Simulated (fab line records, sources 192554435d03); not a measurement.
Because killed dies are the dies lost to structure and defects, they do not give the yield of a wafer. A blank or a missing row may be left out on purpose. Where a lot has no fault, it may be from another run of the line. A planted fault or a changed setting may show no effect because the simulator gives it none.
A struck lot beside a sound one :: flow n5_finfet :: 44 steps out of a route of 1938
Sound: these wafers, L530.3, L530.5, L530.6. Struck: wafer L544.4 (left out: L544.2, L544.6 of the same lot, which were not struck); the cause appears at the end.
Per side, at each step with rows, come the tool, then ch with its chambers, and then its first start. Under that, the readings that differ: sound wafers :: struck wafers :: difference of the means :: sigmas: that difference in standard deviations of wafers without a fault.
alike: words and numbers the same on both sides, and readings whose means are apart by under 2 such deviations; not compared: readings that were withheld, readings missing a value for some wafer, numbers with overlapping values and no deviation given by the record, and bounds like >300 which may hide the same value.
A row with sigmas, a row that says differs or no value, or rows on one side alone: a step with any of these is where the two part. Numbers that have no deviation but don't overlap get no sigmas and don't part them. A reading that every wafer of one side lacks parts them only if that side has two wafers or more.

first, 4 steps without rows for these wafers: N5_PMOS_HMC_CHANNEL_EPI_PRECLEAN_37 (cleans in O3/DIW, time 45 s); N5_PMOS_HMC_CHANNEL_EPI_PRECLEAN_24 (cleans in DHF, time 30 s); N5_PMOS_HMC_CHANNEL_EPI_SRD_25 (time 30 s); N5_PMOS_HMC_CHANNEL_EPI_EPI_26 (deposits Si from SiH4/H2, target thk 3.8 nm, time 22.7 s).
N5_PMOS_HMC_CHANNEL_EPI_INSPECT_30: inspects for defects (darkfield).
  sound on defect_inspect-02 at day 2 08:49; struck on defect_inspect-02 at day 5 21:58
  alike: raw_defect_count
then, 4 steps without rows for these wafers: N5_FIN_SAQP_PRECLEAN_42 (cleans in O3/DIW, time 60 s); N5_FIN_SAQP_PRECLEAN_00 (cleans in SC1, time 60 s); N5_FIN_SAQP_PRECLEAN_44 (cleans in SC2, time 45 s); N5_FIN_SAQP_SRD_01 (time 30 s).
N5_FIN_SAQP_ALD_61: deposits SiO2, target thk 4 nm, pulse time 1 s, purge time 2 s.
  sound on ald_sin-01 ch 1,2,3, day 2 09:38; struck on ald_sin-01 ch 1, day 5 22:05
  alike: heater_power_w, precursor_pulse_height_rel
N5_FIN_SAQP_DENSIFY_62: time 60 s.
  sound on rtp_anneal-01 ch 0, day 2 09:53; struck on rtp_anneal-02 ch 0, day 5 22:19
  alike: lamp_power_pct, wafer_temp_C_max
N5_FIN_SAQP_HM_DEP_03: deposits SiNx from SiH4/NH3/N2, target thk 38 nm, time 33.6 s.
  sound on pecvd-02 ch 1,2, day 2 10:03; struck on pecvd-01 ch 2, day 5 22:30
reading: throttle_valve_pct (%)
sound: 42.9 42.8 41.8
struck: 37.9
difference: -4.6
sigmas: -3

reading: model.SiNx_of_FIN_SAQP_HM_DEP_03.thk_nm (nm)
sound: 37.04 38.01 38.41
struck: 26.42
difference: -11.40
sigmas: 
  alike: heater_power_w, showerhead_plenum_p_Torr
N5_FIN_SAQP_THK_MEAS_05:
  sound on film_metro-01 at day 2 10:08; struck on film_metro-01 at day 5 22:35
reading: thk_nm (nm)
sound: 37.0 38.0 38.4
struck: 26.4
difference: -11.4
sigmas: -25
then, 1 step without rows for these wafers: N5_FIN_SAQP_PECVD_47 (deposits a-Si from SiH4/He, target thk 45 nm, time 36.3 s).
N5_FIN_SAQP_PECVD_48: deposits SiNx from SiH4/NH3/N2, target thk 25 nm, time 22.1 s.
  sound on pecvd-04 ch 0,1,2, day 2 10:13; struck on pecvd-04 ch 2, day 5 22:40
  alike: heater_power_w, showerhead_plenum_p_Torr, throttle_valve_pct
then, 1 step without rows for these wafers: N5_FIN_SAQP_PECVD_06 (deposits a-Si from SiH4/He, target thk 60 nm, time 48.1 s).
N5_FIN_SAQP_THK_MEAS_07:
  sound on film_metro-02 at day 2 10:20; struck on film_metro-02 at day 5 22:48
  alike: thk_nm
N5_FIN_SAQP_HM_DEP_72: deposits SiO2 from SiH4/N2O, target thk 12 nm, time 7.2 s.
  sound on pecvd-02 ch 0,1, day 2 10:23; struck on pecvd-01 ch 2, day 5 22:50
  alike: heater_power_w, showerhead_plenum_p_Torr
then, 8 steps without rows for these wafers: N5_FIN_SAQP_COAT_49 (time 60 s, resist thk 100 nm); N5_FIN_SAQP_COAT_50 (time 60 s, resist thk 35 nm); N5_FIN_SAQP_COAT_10 (resist thk 90 nm); N5_FIN_SAQP_EBR_12; N5_FIN_SAQP_SOFTBAKE_11 (time 60 s); N5_FIN_SAQP_EXPOSE_13 (exposes mask FIN CORE, target cd 35.6 nm); N5_FIN_SAQP_PEB_14 (peb time 60 s); N5_FIN_SAQP_DEVELOP_15 (develop time 30 s).
N5_FIN_SAQP_CD_MEAS_16 targets a cd of 35.6 nm.
  sound on cd_sem-02 ch 0, day 2 10:50; struck on cd_sem-02 ch 0, day 5 23:17
  alike: cd_nm
N5_FIN_SAQP_OVL_MEAS_17:
  sound on overlay-02 ch 0, day 2 10:52; struck on overlay-02 ch 0, day 5 23:19
  alike: FIN_CORE_OVL
N5_FIN_SAQP_INSPECT_18: inspects for defects (brightfield).
  sound on defect_inspect-02 at day 2 10:53; struck on defect_inspect-02 at day 5 23:21
  alike: raw_defect_count
then, 7 steps without rows for these wafers: N5_FIN_SAQP_DESCUM_21 (chemistry O2, time 7.9 s); N5_FIN_SAQP_ETCH_51 (etches SiARC in CF4, target depth 45.5 nm, time 75.8 s); N5_FIN_SAQP_ETCH_52 (etches SOC in N2/H2, target depth 100 nm, overetch 20 nm, time 150 s); N5_FIN_SAQP_STRIP_53 (strips in N2/H2); N5_FIN_SAQP_HM_OPEN_73 (chemistry CHF3/O2, target SiO2, stops on a-Si, target depth 12 nm, time 16.8 s); N5_FIN_SAQP_STRIP_74 (strips in CHF3/O2); N5_FIN_SAQP_MANDREL_ETCH_22 (etches a-Si in HBr/Cl2, stops on SiNx, target depth 60 nm, bt time 10 s, time 30 s).
N5_FIN_SAQP_STRIP_55: strips in N2/H2.
  sound on rie_diel-01 ch 0,1,2, day 2 11:19; struck on rie_diel-01 ch 2, day 5 23:46
  alike: drypump_motor_current_A, h2_flow_sccm, oes_product_au, rf_vpp_V, showerhead_plenum_p_Torr, throttle_valve_pct
  not compared: rf_hours_counter_h
then, 4 steps without rows for these wafers: N5_FIN_SAQP_STRIP_23 (strips in SPM, time 750 s); N5_FIN_SAQP_SRD_66 (time 30 s); N5_FIN_SAQP_RECESS_75 (chemistry HF/NH3, target SiO2, target depth 14.4 nm, afs cycles 3, sublimation time 60 s); N5_FIN_SAQP_SPACER1_ALD_24 (deposits SiO2, target thk 20.3 nm, pulse time 1 s, purge time 2 s).
N5_FIN_SAQP_HM_OPEN_33: chemistry CH3F/O2, target SiNx, target depth 49.4 nm, time 70.6 s.
  sound on rie_diel-01 ch 0,2, day 2 18:04; struck on rie_diel-01 ch 0, day 6 03:40
reading: etch_rf_on_time_s (s)
sound: 67.8 70.5 70.2
struck: 49.4
difference: -20.1
sigmas: -15

reading: throttle_valve_pct (%)
sound: 16.18 16.84 16.17
struck: 16.92
difference: +0.52
sigmas: +2

reading: model.etch.depth_nm (nm)
sound: 36.41 37.37 37.78
struck: 25.79
difference: -11.40
sigmas: 
  alike: drypump_motor_current_A, oes_f_703_au, oes_product_au, rf_vpp_V, showerhead_plenum_p_Torr
  not compared: rf_hours_counter_h
N5_STI_FIN_REVEAL_RECESS_09: chemistry HF/NH3, target SiO2, afs cycles 11, target depth 42.5 nm, sublimation time 60 s.
  sound on vapor_etch-01 ch 0,1, day 3 02:31; struck on vapor_etch-02 ch 0, day 6 12:05
reading: model.SiNx_of_FIN_SAQP_HM_DEP_03.thk_nm (nm)
sound: 17.4 18.4 18.8
struck: 6.4
difference: -11.8
sigmas: 
  alike: drypump_motor_current_A
-- here the record skips 6 days between the struck wafers' starts before and after, leaving off in module STI_FIN_REVEAL and picking up in module BEOL_M4 (first step shown: number 1111 of the route) --
N5_BEOL_M4_RC_MEAS_101:
  sound on prober-01 ch 0, day 8 11:04; struck on prober-01 ch 0, day 12 09:55
  alike: DIBL_N, DIBL_P, IOFF_N, IOFF_P, ION_N, ION_P, SS_N, SS_P, VT_N, VT_P

WHERE THEY PART
At N5_FIN_SAQP_HM_DEP_03 first; at N5_FIN_SAQP_HM_OPEN_33 last (within this record only). Later steps at which nothing parts them and some readings are alike: N5_STI_FIN_REVEAL_RECESS_09, N5_BEOL_M4_RC_MEAS_101.

WHY: the cause the simulator had injected
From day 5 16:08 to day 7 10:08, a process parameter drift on pecvd-01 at N5_FIN_SAQP_HM_DEP_03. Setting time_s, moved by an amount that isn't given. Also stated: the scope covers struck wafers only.
